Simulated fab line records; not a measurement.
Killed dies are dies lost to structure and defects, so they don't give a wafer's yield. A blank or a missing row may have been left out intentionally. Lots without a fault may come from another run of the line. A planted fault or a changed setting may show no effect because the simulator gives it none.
fab line records	flow n5-finfet
record: lots: 24	wafers: 72	last-day: 18
route steps=1938 shown BEOL_M2@842
lots that met no fault: from a run of the same line without faults
start-h: hours from the record's first day to the start of the lot's first wafer shown	wait-h: hours from the lot's prior step to this one	" same as the row above	L1.1+2: a row that stands for several wafers	- no value present, or no start provided	* or withheld: withheld	< > ~ a bound
route shown NAME@n: NAME is a module with steps in the file, n the number in the route of the first one	usual: mean/standard deviation of fault-free wafers	same: alike in all rows	chamber/n: place in a boat	sites: each site's reading	_std_site: standard deviation across them	_edge_site: mean of outer sites minus mean of inner sites	radius-mm: for every site, how far away it sits from the centre of the wafer	mask NAME#n: copy n	behind: the last tool/chamber to shape the wafer	hold: cause of the lot's hold/its duration in hours/its outcome	device: which transistor (n, p or np) failed to switch	end of line: tests of these same wafers at the route's end	a step given without rows: its recipe and nothing more	killed: dies that structure and defects cost at the first sort, which is not the same as the wafer's yield	map: the dies of a wafer, with x for killed, . for not killed, _ for no die there
set.NAME: the setting the step ran with; set.NAME@STEP: the setting that earlier step ran with	model.NAME: the simulator's own value behind a step, which no gauge read
one table for each step of the route and one row for each wafer, over a sample of lots
services: the hour from which a tool's chamber was out of use, counted from the record's first day as start-h (under 0 if before that day), plus the number of hours and why
== steps ==
step: N5_BEOL_M2_THK_MEAS_01
recipe: reads: SiOC_of_BEOL_M2_ILD_DEP_00
usual: M2_ILD_THK: 78.7/1.1
lot.wafer	tool	chamber	start-h	wait-h	M2_ILD_THK[nm]
L074.4	film-metro-02	-	130.09	0.0	80.0
L074.5	"	-	"	"	79.7
L074.6	"	-	"	"	79.7
L075.1	film-metro-02	-	135.90	0.1	77.3
L075.2	"	-	"	"	78.4
L075.6	"	-	"	"	78.0
L076.3	film-metro-02	-	138.69	0.1	78.6
L076.4	"	-	"	"	79.4
L076.5	"	-	"	"	78.8
L077.2	film-metro-02	-	149.00	0.1	78.4
L077.3	"	-	"	"	80.3
L077.6	"	-	"	"	78.7
L078.1	film-metro-02	-	154.34	0.1	79.2
L078.3	"	-	"	"	80.5
L078.6	"	-	"	"	79.6
L079.3	film-metro-02	-	162.37	0.1	78.9
L079.4	"	-	"	"	78.2
L079.6	"	-	"	"	80.1
L080.1	film-metro-02	-	176.26	0.1	79.2
L080.4	"	-	"	"	79.6
L080.5	"	-	"	"	79.1
L081.1	film-metro-01	-	181.34	0.0	77.5
L081.3	"	-	"	"	77.9
L081.5	"	-	"	"	78.9
L082.1	film-metro-01	-	184.82	0.0	78.6
L082.2	"	-	"	"	79.6
L082.3	"	-	"	"	78.5
L083.2	film-metro-02	-	189.22	0.1	78.5
L083.3	"	-	"	"	79.1
L083.5	"	-	"	"	80.6
L084.1	film-metro-01	-	199.13	0.0	78.0
L084.3	"	-	"	"	77.3
L084.6	"	-	"	"	79.8
L085.3	film-metro-01	-	207.03	0.1	78.7
L085.4	"	-	"	"	79.6
L085.6	"	-	"	"	78.3
L086.1	film-metro-02	-	207.21	0.0	77.0
L086.4	"	-	"	"	81.4
L086.5	"	-	"	"	79.0
L087.2	film-metro-01	-	213.74	0.1	77.1
L087.5	"	-	"	"	78.9
L087.6	"	-	"	"	77.0
L088.3	film-metro-01	-	217.66	0.1	77.9
L088.4	"	-	"	"	77.4
L088.6	"	-	"	"	78.3
L089.3	film-metro-02	-	221.78	0.1	77.2
L089.4	"	-	"	"	81.4
L089.6	"	-	"	"	78.0
L090.2	film-metro-01	-	234.89	0.1	77.0
L090.4	"	-	"	"	79.6
L090.6	"	-	"	"	78.4
L091.1	film-metro-01	-	235.71	0.0	76.1
L091.3	"	-	"	"	76.5
L091.6	"	-	"	"	77.6
L093.1	film-metro-01	-	237.01	0.0	78.2
L093.2	"	-	"	"	76.8
L093.5	"	-	"	"	79.3
L092.2	film-metro-02	-	240.31	0.1	77.7
L092.4	"	-	"	"	79.5
L092.6	"	-	"	"	78.8
L094.1	film-metro-02	-	266.75	0.0	78.6
L094.2	"	-	"	"	77.2
L094.6	"	-	"	"	79.9
L095.1	film-metro-01	-	269.25	0.0	78.2
L095.3	"	-	"	"	78.2
L095.5	"	-	"	"	78.8
L096.1	film-metro-02	-	270.83	0.0	79.0
L096.2	"	-	"	"	78.1
L096.3	"	-	"	"	77.1
L097.2	film-metro-02	-	274.55	0.1	78.5
L097.4	"	-	"	"	80.6
L097.6	"	-	"	"	79.7
step: N5_BEOL_M2_DESCUM_16
recipe: chemistry: O2	time-s: 7	source-power-w: 50	bias-power-w: 20	pressure-mtorr: 20	rf-frequency-hz: 2.712e+07	temp-c: 40	resist: CAR-EUV	o2-flow-sccm: 225
usual: drypump-motor-current-A: 5.8/0.39	oes-product-au: 0.79/0.095	rf-vpp-V: 243.3/1.5	showerhead-plenum-p-Torr: 2.11/0.075	throttle-valve-pct: 20.40/0.28
lot.wafer	tool	chamber	start-h	wait-h	drypump-motor-current-A	oes-product-au	rf-hours-counter-h	rf-vpp-V	showerhead-plenum-p-Torr	throttle-valve-pct
L074.4	rie-diel-03	0	131.20	0.1	5.8	0.70	197	244.9	2.18	20.12
L074.5	"	0	"	"	5.8	0.70	-	242.9	2.18	20.11
L074.6	"	3	"	"	5.5	0.98	-	243.6	2.08	20.48
L075.1	rie-diel-04	2	138.15	0.1	5.5	0.73	167	241.0	2.02	20.50
L075.2	"	0	"	"	6.4	0.71	224	244.1	2.15	21.01
L075.6	"	2	"	"	5.5	0.74	-	242.8	2.02	20.53
L076.3	rie-diel-04	0	139.57	0.3	6.3	0.71	224	246.1	2.15	21.02
L076.4	"	1	"	"	6.1	0.87	47	245.7	2.12	20.13
L076.5	"	3	"	"	5.7	0.70	-	243.3	2.17	20.73
L077.2	rie-diel-04	3	149.91	0.0	5.7	0.69	240	244.1	2.17	20.73
L077.3	"	0	"	"	6.4	0.71	228	244.6	2.15	21.00
L077.6	"	0	"	"	6.4	0.71	-	242.9	2.15	21.02
L078.1	rie-diel-04	1	155.76	0.0	6.1	0.86	52	243.1	2.11	20.15
L078.3	"	3	"	"	5.7	0.68	242	242.8	2.16	20.72
L078.6	"	0	"	"	6.4	0.71	-	243.9	2.15	21.01
L079.3	rie-diel-05	2	163.53	0.0	5.1	0.93	13	245.2	2.21	19.85
L079.4	"	0	"	"	6.6	0.81	100	244.1	2.19	20.42
L079.6	"	0	"	"	6.6	0.81	-	244.0	2.19	20.41
L080.1	rie-diel-04	1	177.55	0.0	6.1	0.85	60	242.3	2.11	20.14
L080.4	"	2	"	"	5.5	0.72	-	242.0	2.02	20.56
L080.5	"	0	"	"	6.4	0.71	-	244.1	2.15	21.03
L081.1	rie-diel-05	1	184.05	0.0	5.6	0.70	208	241.3	1.97	20.25
L081.3	"	0	"	"	6.6	0.81	106	243.6	2.19	20.43
L081.5	"	0	"	"	6.6	0.81	-	245.3	2.19	20.44
L082.1	rie-diel-03	3	186.32	0.1	5.5	0.92	20	243.3	2.07	20.51
L082.2	"	0	"	"	5.8	0.70	215	243.9	2.17	20.14
L082.3	"	1	"	"	5.8	0.86	31	243.2	2.12	20.38
L083.2	rie-diel-04	0	190.12	0.0	6.4	0.71	244	243.7	2.14	21.03
L083.3	"	2	"	"	5.5	0.72	186	241.9	2.02	20.55
L083.5	"	0	"	"	6.4	0.71	-	244.4	2.14	21.05
L084.1	rie-diel-05	3	202.10	0.0	5.7	0.70	225	243.2	2.08	20.50
L084.3	"	1	"	"	5.6	0.70	215	241.7	1.96	20.26
L084.6	"	1	"	"	5.6	0.71	-	240.5	1.96	20.27
L085.3	rie-diel-04	1	208.55	0.0	6.1	0.83	73	243.2	2.11	20.16
L085.4	"	3	"	"	5.7	0.94	-	242.9	2.16	20.41
L085.6	"	2	"	"	5.4	0.70	-	242.4	2.01	20.57
L086.1	rie-diel-03	1	208.59	0.0	5.8	0.85	41	244.2	2.12	20.41
L086.4	"	2	"	"	5.8	0.68	248	240.8	1.97	20.29
L086.5	"	0	"	"	5.8	0.69	-	245.2	2.17	20.16
L087.2	rie-diel-05	3	216.41	0.0	5.7	0.68	229	244.3	2.08	20.51
L087.5	"	1	"	"	5.6	0.69	-	241.1	1.96	20.27
L087.6	"	2	"	"	5.1	0.90	-	245.6	2.20	19.87
L088.3	rie-diel-03	1	219.86	0.0	5.8	0.85	46	245.1	2.11	20.41
L088.4	"	3	"	"	5.5	0.91	-	243.1	2.07	20.52
L088.6	"	1	"	"	5.8	0.84	-	245.2	2.11	20.39
L089.3	rie-diel-03	1	225.39	0.0	5.8	0.84	49	244.4	2.11	20.42
L089.4	"	3	"	"	5.5	0.90	-	242.3	2.07	20.52
L089.6	"	1	"	"	5.7	0.85	-	242.1	2.11	20.41
L090.2	rie-diel-03	0	236.39	0.1	5.8	0.68	237	244.8	2.16	20.19
L090.4	"	1	"	"	5.8	0.83	55	245.1	2.11	20.41
L090.6	"	3	"	"	5.5	0.89	-	242.4	2.06	20.55
L091.1	rie-diel-03	1	237.12	0.0	5.8	0.82	55	243.8	2.11	20.42
L091.3	"	0	"	"	5.8	0.68	237	244.0	2.16	20.19
L091.6	"	2	"	"	5.8	0.99	-	245.3	2.23	20.00
L093.1	rie-diel-05	2	237.98	0.0	5.1	0.87	39	245.4	2.20	19.88
L093.2	"	1	"	"	5.6	0.69	228	241.3	1.96	20.28
L093.5	"	1	"	"	5.6	0.69	-	242.2	1.96	20.29
L092.2	rie-diel-05	1	241.20	0.2	5.6	0.69	231	241.2	1.96	20.29
L092.4	"	2	"	"	5.1	0.86	41	245.9	2.20	19.88
L092.6	"	2	"	"	5.1	0.86	-	245.7	2.20	19.89
L094.1	rie-diel-04	0	269.56	0.0	6.4	0.92	16	242.9	2.14	20.73
L094.2	"	1	"	"	6.1	0.81	97	244.1	2.10	20.20
L094.6	"	3	"	"	5.7	0.90	-	243.1	2.15	20.44
L095.1	rie-diel-04	0	270.32	0.0	6.4	0.93	17	242.9	2.14	20.73
L095.3	"	3	"	"	5.7	0.90	23	243.2	2.15	20.43
L095.5	"	3	"	"	5.6	0.89	-	243.4	2.15	20.43
L096.1	rie-diel-05	1	273.40	0.1	5.6	0.69	242	241.1	1.96	20.31
L096.2	"	0	"	"	6.6	0.78	140	245.2	2.18	20.47
L096.3	"	3	"	"	5.7	0.67	248	243.1	2.08	20.52
L097.2	rie-diel-04	3	277.67	0.6	5.7	0.90	26	245.0	2.15	20.45
L097.4	"	1	"	"	6.1	0.82	99	242.6	2.10	20.22
L097.6	"	2	"	"	5.5	0.70	-	242.3	2.00	20.60
step: N5_BEOL_M2_ETCH_64
recipe: chemistry: N2/H2	target: SOC	target-depth-a: 750	overetch-a: 225	mask-material: SiARC	temp-c: 40	time-s: 121.9	ion-energy-ev: 200	pressure-mtorr: 30	source-w: 840	bias-w: 150	n2-flow-sccm: 200	h2-flow-sccm: 200
usual: drypump-motor-current-A: 5.8/0.39	oes-product-au: 0.60/0.069	rf-vpp-V: 524.2/2.7	showerhead-plenum-p-Torr: 2.56/0.098	throttle-valve-pct: 17.77/0.25
lot.wafer	tool	chamber	start-h	wait-h	drypump-motor-current-A	oes-product-au	rf-hours-counter-h	rf-vpp-V	showerhead-plenum-p-Torr	throttle-valve-pct
L074.4	rie-diel-03	0	131.28	0.0	5.8	0.55	197	525.0	2.62	17.39
L074.5	"	0	"	"	5.8	0.55	-	527.4	2.62	17.38
L074.6	"	3	"	"	5.5	0.73	-	523.0	2.48	17.58
L075.1	rie-diel-04	2	138.23	0.0	5.5	0.56	167	520.1	2.44	17.81
L075.2	"	0	"	"	6.4	0.55	224	526.0	2.60	18.34
L075.6	"	2	"	"	5.5	0.56	-	520.5	2.44	17.82
L076.3	rie-diel-04	0	139.65	0.0	6.4	0.54	225	525.1	2.60	18.34
L076.4	"	1	"	"	6.1	0.65	47	524.9	2.59	17.60
L076.5	"	3	"	"	5.7	0.52	-	525.7	2.61	17.95
L077.2	rie-diel-04	3	149.99	0.0	5.7	0.53	240	524.2	2.61	17.97
L077.3	"	0	"	"	6.4	0.54	228	524.0	2.59	18.37
L077.6	"	0	"	"	6.4	0.55	-	526.5	2.59	18.36
L078.1	rie-diel-04	1	155.84	0.0	6.1	0.65	52	524.7	2.59	17.60
L078.3	"	3	"	"	5.7	0.52	242	525.9	2.61	17.98
L078.6	"	0	"	"	6.4	0.54	-	526.9	2.59	18.37
L079.3	rie-diel-05	2	163.61	0.0	5.1	0.71	13	529.7	2.73	17.51
L079.4	"	0	"	"	6.6	0.62	100	526.5	2.68	17.90
L079.6	"	0	"	"	6.6	0.62	-	528.7	2.68	17.91
L080.1	rie-diel-04	1	177.63	0.0	6.1	0.64	60	523.9	2.59	17.63
L080.4	"	2	"	"	5.5	0.55	-	520.7	2.43	17.86
L080.5	"	0	"	"	6.4	0.54	-	525.6	2.59	18.39
L081.1	rie-diel-05	1	184.13	0.0	5.6	0.54	208	521.4	2.41	17.78
L081.3	"	0	"	"	6.6	0.61	106	528.7	2.68	17.94
L081.5	"	0	"	"	6.6	0.61	-	526.9	2.68	17.92
L082.1	rie-diel-03	3	186.40	0.0	5.5	0.70	21	521.4	2.47	17.60
L082.2	"	0	"	"	5.8	0.54	215	526.1	2.61	17.41
L082.3	"	1	"	"	5.8	0.65	31	525.6	2.61	17.99
L083.2	rie-diel-04	0	190.20	0.0	6.4	0.54	244	525.8	2.59	18.40
L083.3	"	2	"	"	5.5	0.55	186	520.0	2.43	17.84
L083.5	"	0	"	"	6.4	0.53	-	524.7	2.59	18.38
L084.1	rie-diel-05	3	202.18	0.0	5.7	0.53	225	522.3	2.51	17.75
L084.3	"	1	"	"	5.6	0.53	215	520.1	2.41	17.78
L084.6	"	1	"	"	5.6	0.53	-	518.5	2.41	17.78
L085.3	rie-diel-04	1	208.63	0.0	6.1	0.63	73	523.3	2.58	17.65
L085.4	"	3	"	"	5.7	0.71	-	525.1	2.60	17.59
L085.6	"	2	"	"	5.5	0.54	-	522.6	2.43	17.86
L086.1	rie-diel-03	1	208.67	0.0	5.8	0.64	41	524.1	2.60	18.01
L086.4	"	2	"	"	5.8	0.52	248	521.7	2.39	17.63
L086.5	"	0	"	"	5.8	0.53	-	525.8	2.61	17.44
L087.2	rie-diel-05	3	216.49	0.0	5.7	0.53	229	522.4	2.50	17.74
L087.5	"	1	"	"	5.6	0.52	-	519.9	2.41	17.79
L087.6	"	2	"	"	5.1	0.67	-	527.7	2.72	17.55
L088.3	rie-diel-03	1	219.94	0.0	5.8	0.63	46	523.8	2.60	18.02
L088.4	"	3	"	"	5.5	0.69	-	522.4	2.47	17.62
L088.6	"	1	"	"	5.8	0.64	-	525.6	2.60	18.01
L089.3	rie-diel-03	1	225.47	0.0	5.8	0.64	49	524.6	2.60	18.00
L089.4	"	3	"	"	5.5	0.68	-	521.6	2.46	17.62
L089.6	"	1	"	"	5.8	0.64	-	523.6	2.60	18.02
L090.2	rie-diel-03	0	236.47	0.0	5.8	0.53	237	525.3	2.60	17.46
L090.4	"	1	"	"	5.7	0.63	55	523.3	2.60	18.03
L090.6	"	3	"	"	5.5	0.67	-	523.3	2.46	17.65
L091.1	rie-diel-03	1	237.20	0.0	5.8	0.62	55	524.7	2.60	18.03
L091.3	"	0	"	"	5.8	0.53	237	525.9	2.60	17.43
L091.6	"	2	"	"	5.9	0.74	-	528.4	2.70	17.25
L093.1	rie-diel-05	2	238.06	0.0	5.1	0.65	39	528.8	2.72	17.54
L093.2	"	1	"	"	5.7	0.53	228	520.8	2.40	17.79
L093.5	"	1	"	"	5.6	0.53	-	522.2	2.40	17.82
L092.2	rie-diel-05	1	241.28	0.0	5.6	0.53	231	521.3	2.40	17.82
L092.4	"	2	"	"	5.1	0.66	41	530.3	2.72	17.56
L092.6	"	2	"	"	5.1	0.66	-	527.6	2.72	17.57
L094.1	rie-diel-04	0	269.64	0.0	6.4	0.70	16	524.7	2.58	18.00
L094.2	"	1	"	"	6.1	0.62	97	523.9	2.57	17.68
L094.6	"	3	"	"	5.7	0.68	-	525.9	2.59	17.61
L095.1	rie-diel-04	0	270.40	0.0	6.4	0.69	17	525.2	2.58	18.03
L095.3	"	3	"	"	5.7	0.68	23	527.0	2.59	17.60
L095.5	"	3	"	"	5.7	0.68	-	526.8	2.59	17.61
L096.1	rie-diel-05	1	273.48	0.0	5.6	0.52	242	520.5	2.40	17.84
L096.2	"	0	"	"	6.6	0.58	140	527.2	2.67	17.97
L096.3	"	3	"	"	5.7	0.52	248	523.1	2.50	17.79
L097.2	rie-diel-04	3	277.75	0.0	5.7	0.67	26	526.4	2.59	17.61
L097.4	"	1	"	"	6.1	0.61	99	524.7	2.57	17.69
L097.6	"	2	"	"	5.5	0.53	-	519.9	2.42	17.89
step: N5_BEOL_M2_CD_MEAS_18
recipe: pitch-nm: 36	target-cd-nm: 18
usual: cd-nm: 18.1/0.34
lot.wafer	tool	chamber	start-h	wait-h	cd-nm
L074.4	cd-sem-01	-	131.64	0.1	18.2
L074.5	"	-	"	"	18.1
L074.6	"	-	"	"	17.9
L075.1	cd-sem-01	-	138.68	0.1	18.1
L075.2	"	-	"	"	18.7
L075.6	"	-	"	"	18.0
L076.3	cd-sem-03	-	140.00	0.1	18.0
L076.4	"	-	"	"	17.8
L076.5	"	-	"	"	17.8
L077.2	cd-sem-02	-	150.36	0.1	17.8
L077.3	"	-	"	"	17.9
L077.6	"	-	"	"	18.3
L078.1	cd-sem-02	-	156.22	0.0	17.6
L078.3	"	-	"	"	17.9
L078.6	"	-	"	"	18.2
L079.3	cd-sem-01	-	163.99	0.1	18.1
L079.4	"	-	"	"	17.7
L079.6	"	-	"	"	18.1
L080.1	cd-sem-03	-	177.98	0.0	17.8
L080.4	"	-	"	"	17.7
L080.5	"	-	"	"	18.5
L081.1	cd-sem-02	-	184.60	0.0	17.6
L081.3	"	-	"	"	18.1
L081.5	"	-	"	"	17.5
L082.1	cd-sem-03	-	186.84	0.0	18.1
L082.2	"	-	"	"	18.5
L082.3	"	-	"	"	18.2
L083.2	cd-sem-02	-	190.55	0.1	18.4
L083.3	"	-	"	"	17.3
L083.5	"	-	"	"	18.0
L084.1	cd-sem-01	-	202.54	0.0	17.4
L084.3	"	-	"	"	17.9
L084.6	"	-	"	"	18.2
L085.3	cd-sem-01	-	209.01	0.1	18.0
L085.4	"	-	"	"	17.9
L085.6	"	-	"	"	18.0
L086.1	cd-sem-02	-	209.21	0.0	18.3
L086.4	"	-	"	"	17.7
L086.5	"	-	"	"	17.7
L087.2	cd-sem-01	-	216.87	0.1	18.6
L087.5	"	-	"	"	18.0
L087.6	"	-	"	"	18.1
L088.3	cd-sem-03	-	220.30	0.1	18.2
L088.4	"	-	"	"	18.3
L088.6	"	-	"	"	18.6
L089.3	cd-sem-01	-	225.83	0.1	18.3
L089.4	"	-	"	"	18.3
L089.6	"	-	"	"	18.2
L090.2	cd-sem-01	-	236.84	0.1	18.6
L090.4	"	-	"	"	17.9
L090.6	"	-	"	"	18.3
L091.1	cd-sem-03	-	237.55	0.0	18.0
L091.3	"	-	"	"	18.0
L091.6	"	-	"	"	18.6
L093.1	cd-sem-02	-	238.42	0.0	18.3
L093.2	"	-	"	"	18.4
L093.5	"	-	"	"	18.3
L092.2	cd-sem-01	-	241.66	0.1	18.4
L092.4	"	-	"	"	18.2
L092.6	"	-	"	"	17.9
L094.1	cd-sem-01	-	270.08	0.0	18.7
L094.2	"	-	"	"	18.3
L094.6	"	-	"	"	18.4
L095.1	cd-sem-01	-	270.84	0.0	18.5
L095.3	"	-	"	"	18.3
L095.5	"	-	"	"	18.0
L096.1	cd-sem-02	-	273.98	0.0	18.5
L096.2	"	-	"	"	18.0
L096.3	"	-	"	"	18.2
L097.2	cd-sem-03	-	278.12	0.1	18.3
L097.4	"	-	"	"	18.6
L097.6	"	-	"	"	17.7
step: N5_BEOL_M2_SPUTTER_81
recipe: material: Cu	target-thk-a: 45	temp-c: -20	chamber-pressure-pa: 0.07	power-w: withheld	time-s: 8.29
usual: substrate-temp-c: -20.00/0.11	throttle-valve-pct: 30.1/1
lot.wafer	tool	chamber	start-h	wait-h	substrate-temp-c	throttle-valve-pct
L074.4	pvd-sputter-02	-	141.17	0.1	-19.87	29.4
L074.5	"	-	"	"	-19.89	30.2
L074.6	"	-	"	"	-19.96	30.2
L075.1	pvd-sputter-02	-	144.01	0.1	-19.90	31.0
L075.2	"	-	"	"	-19.95	30.8
L075.6	"	-	"	"	-19.97	31.4
L076.3	pvd-sputter-03	-	145.00	0.1	-20.08	29.9
L076.4	"	-	"	"	-20.20	30.3
L076.5	"	-	"	"	-20.01	30.5
L077.2	pvd-sputter-02	-	154.39	0.1	-20.00	30.8
L077.3	"	-	"	"	-20.06	31.4
L077.6	"	-	"	"	-19.93	29.7
L078.1	pvd-sputter-03	-	168.71	0.1	-19.93	32.5
L078.3	"	-	"	"	-20.01	30.5
L078.6	"	-	"	"	-20.10	29.7
L079.3	pvd-sputter-01	-	175.56	0.1	-20.15	29.7
L079.4	"	-	"	"	-20.08	28.6
L079.6	"	-	"	"	-20.06	28.4
L080.1	pvd-sputter-01	-	182.05	0.1	-20.20	28.5
L080.4	"	-	"	"	-20.00	29.4
L080.5	"	-	"	"	-19.94	30.5
L081.1	pvd-sputter-02	-	190.15	0.1	-19.94	30.7
L081.3	"	-	"	"	-19.72	31.1
L081.5	"	-	"	"	-19.90	30.8
L082.1	pvd-sputter-02	-	195.87	0.1	-19.94	29.8
L082.2	"	-	"	"	-20.08	31.0
L082.3	"	-	"	"	-19.92	29.9
L083.2	pvd-sputter-01	-	196.00	0.1	-19.91	30.0
L083.3	"	-	"	"	-20.11	28.4
L083.5	"	-	"	"	-19.96	29.3
L084.1	pvd-sputter-02	-	206.77	0.1	-19.94	29.7
L084.3	"	-	"	"	-19.95	31.6
L084.6	"	-	"	"	-20.13	29.6
L085.3	pvd-sputter-01	-	213.89	0.1	-19.82	30.4
L085.4	"	-	"	"	-20.19	28.4
L085.6	"	-	"	"	-20.00	28.4
L086.1	pvd-sputter-03	-	214.74	0.1	-19.95	30.7
L086.4	"	-	"	"	-19.91	30.1
L086.5	"	-	"	"	-19.88	29.9
L087.2	pvd-sputter-02	-	220.55	0.1	-19.91	31.5
L087.5	"	-	"	"	-19.97	29.6
L087.6	"	-	"	"	-20.02	31.6
L088.3	pvd-sputter-01	-	226.91	0.1	-20.06	28.5
L088.4	"	-	"	"	-19.98	30.1
L088.6	"	-	"	"	-20.04	28.5
L089.3	pvd-sputter-03	-	235.97	0.1	-20.12	29.6
L089.4	"	-	"	"	-20.11	30.1
L089.6	"	-	"	"	-20.13	29.4
L090.2	pvd-sputter-02	-	241.22	0.1	-20.01	31.0
L090.4	"	-	"	"	-20.10	30.2
L090.6	"	-	"	"	-19.85	30.6
L091.1	pvd-sputter-03	-	242.71	0.1	-20.11	29.9
L091.3	"	-	"	"	-19.91	30.2
L091.6	"	-	"	"	-20.14	29.9
L093.1	pvd-sputter-03	-	244.55	0.1	-19.91	29.4
L093.2	"	-	"	"	-20.01	30.4
L093.5	"	-	"	"	-19.90	32.2
L092.2	pvd-sputter-03	-	246.85	0.1	-19.92	30.5
L092.4	"	-	"	"	-20.14	32.4
L092.6	"	-	"	"	-20.04	29.7
L094.1	pvd-sputter-01	-	274.13	0.1	-20.06	29.4
L094.2	"	-	"	"	-19.89	28.5
L094.6	"	-	"	"	-19.98	30.1
L095.1	pvd-sputter-01	-	279.41	0.1	-20.07	29.6
L095.3	"	-	"	"	-20.11	30.4
L095.5	"	-	"	"	-20.03	28.5
L097.2	pvd-sputter-02	-	282.84	0.1	-20.00	30.8
L097.4	"	-	"	"	-20.02	29.6
L097.6	"	-	"	"	-19.98	31.1
L096.1	pvd-sputter-01	-	282.95	0.1	-20.05	28.7
L096.2	"	-	"	"	-19.86	28.1
L096.3	"	-	"	"	-19.89	29.3
step: N5_BEOL_M2_SPUTTER_96
recipe: material: Cu	target-thk-a: 45	temp-c: -20	chamber-pressure-pa: 0.07	power-w: withheld	time-s: 8.29
usual: substrate-temp-c: -19.98/0.1	throttle-valve-pct: 30.1/1.1
lot.wafer	tool	chamber	start-h	wait-h	substrate-temp-c	throttle-valve-pct
L074.4	pvd-sputter-02	-	142.49	0.1	-19.86	29.6
L074.5	"	-	"	"	-20.03	30.2
L074.6	"	-	"	"	-20.06	30.5
L075.1	pvd-sputter-02	-	145.33	0.1	-20.12	31.5
L075.2	"	-	"	"	-19.99	30.6
L075.6	"	-	"	"	-20.07	31.4
L076.3	pvd-sputter-03	-	146.32	0.1	-20.14	29.6
L076.4	"	-	"	"	-19.91	30.1
L076.5	"	-	"	"	-19.97	30.7
L077.2	pvd-sputter-02	-	155.71	0.1	-19.98	30.4
L077.3	"	-	"	"	-20.00	31.2
L077.6	"	-	"	"	-20.00	29.7
L078.1	pvd-sputter-03	-	170.03	0.1	-19.90	32.2
L078.3	"	-	"	"	-20.00	30.1
L078.6	"	-	"	"	-19.91	29.6
L079.3	pvd-sputter-01	-	176.88	0.1	-19.87	29.5
L079.4	"	-	"	"	-20.15	28.4
L079.6	"	-	"	"	-20.08	28.6
L080.1	pvd-sputter-01	-	183.37	0.1	-20.02	28.4
L080.4	"	-	"	"	-20.17	29.8
L080.5	"	-	"	"	-20.04	30.1
L081.1	pvd-sputter-02	-	191.47	0.1	-20.12	30.6
L081.3	"	-	"	"	-20.07	31.5
L081.5	"	-	"	"	-20.11	30.9
L082.1	pvd-sputter-02	-	197.19	0.1	-19.93	29.8
L082.2	"	-	"	"	-19.95	31.3
L082.3	"	-	"	"	-20.10	30.4
L083.2	pvd-sputter-01	-	197.32	0.1	-20.03	30.3
L083.3	"	-	"	"	-20.07	28.5
L083.5	"	-	"	"	-20.02	29.3
L084.1	pvd-sputter-02	-	208.09	0.1	-20.02	29.9
L084.3	"	-	"	"	-19.84	31.5
L084.6	"	-	"	"	-19.96	29.8
L085.3	pvd-sputter-01	-	215.21	0.1	-19.95	30.2
L085.4	"	-	"	"	-20.05	28.3
L085.6	"	-	"	"	-19.87	28.2
L086.1	pvd-sputter-03	-	216.06	0.1	-19.77	30.4
L086.4	"	-	"	"	-20.11	30.3
L086.5	"	-	"	"	-19.90	29.5
L087.2	pvd-sputter-02	-	221.87	0.1	-19.95	31.2
L087.5	"	-	"	"	-20.05	29.6
L087.6	"	-	"	"	-19.98	31.4
L088.3	pvd-sputter-01	-	228.23	0.1	-20.13	28.8
L088.4	"	-	"	"	-19.87	30.6
L088.6	"	-	"	"	-20.17	28.6
L089.3	pvd-sputter-03	-	237.29	0.1	-19.99	29.7
L089.4	"	-	"	"	-20.05	30.6
L089.6	"	-	"	"	-19.97	29.7
L090.2	pvd-sputter-02	-	242.54	0.1	-20.07	31.3
L090.4	"	-	"	"	-19.94	30.2
L090.6	"	-	"	"	-20.05	30.7
L091.1	pvd-sputter-03	-	244.03	0.1	-19.88	29.7
L091.3	"	-	"	"	-20.05	30.5
L091.6	"	-	"	"	-19.79	29.7
L093.1	pvd-sputter-03	-	245.87	0.1	-19.77	30.0
L093.2	"	-	"	"	-20.08	30.2
L093.5	"	-	"	"	-19.98	32.5
L092.2	pvd-sputter-03	-	248.17	0.1	-19.98	30.1
L092.4	"	-	"	"	-19.98	32.3
L092.6	"	-	"	"	-19.96	29.9
L094.1	pvd-sputter-01	-	275.45	0.1	-19.67	29.6
L094.2	"	-	"	"	-19.97	28.5
L094.6	"	-	"	"	-19.85	30.3
L095.1	pvd-sputter-01	-	280.73	0.1	-19.95	29.2
L095.3	"	-	"	"	-19.81	30.5
L095.5	"	-	"	"	-19.91	28.3
L097.2	pvd-sputter-02	-	284.16	0.1	-19.95	30.6
L097.4	"	-	"	"	-19.83	29.6
L097.6	"	-	"	"	-20.00	31.2
L096.1	pvd-sputter-01	-	284.27	0.1	-19.98	28.8
L096.2	"	-	"	"	-19.85	28.5
L096.3	"	-	"	"	-20.03	29.4
== services ==
tool	chamber	start-h	hours	kind
rie-diel-03	-	118.04	2.8	pm
rie-diel-04	2	122.02	1.8	repair
rie-diel-05	0	166.50	3.8	repair
rie-diel-05	3	168.28	4.5	repair
rie-diel-04	3	176.86	-	clean
rie-diel-04	3	176.86	-	consumable-replace:focus-ring
rie-diel-04	3	176.86	19.3	scheduled-down
rie-diel-04	3	176.86	19.3	vent-cycle
rie-diel-03	3	197.84	8.7	repair
rie-diel-04	0	208.14	-	clean
rie-diel-04	0	208.14	-	consumable-replace:focus-ring
rie-diel-04	0	208.14	16.2	scheduled-down
rie-diel-04	0	208.14	16.2	vent-cycle
rie-diel-03	3	214.28	5.1	repair
rie-diel-03	2	219.44	-	clean
rie-diel-03	2	219.44	-	consumable-replace:focus-ring
rie-diel-03	2	219.44	-	consumable-replace:showerhead
rie-diel-03	2	219.44	15.1	scheduled-down
rie-diel-03	3	248.74	6.3	repair
rie-diel-04	3	251.44	4.5	repair
rie-diel-05	3	256.33	3.1	repair
rie-diel-03	2	262.22	1.6	repair
rie-diel-04	1	270.31	3.5	repair
rie-diel-03	2	283.29	16.3	repair
== key ==
fault none
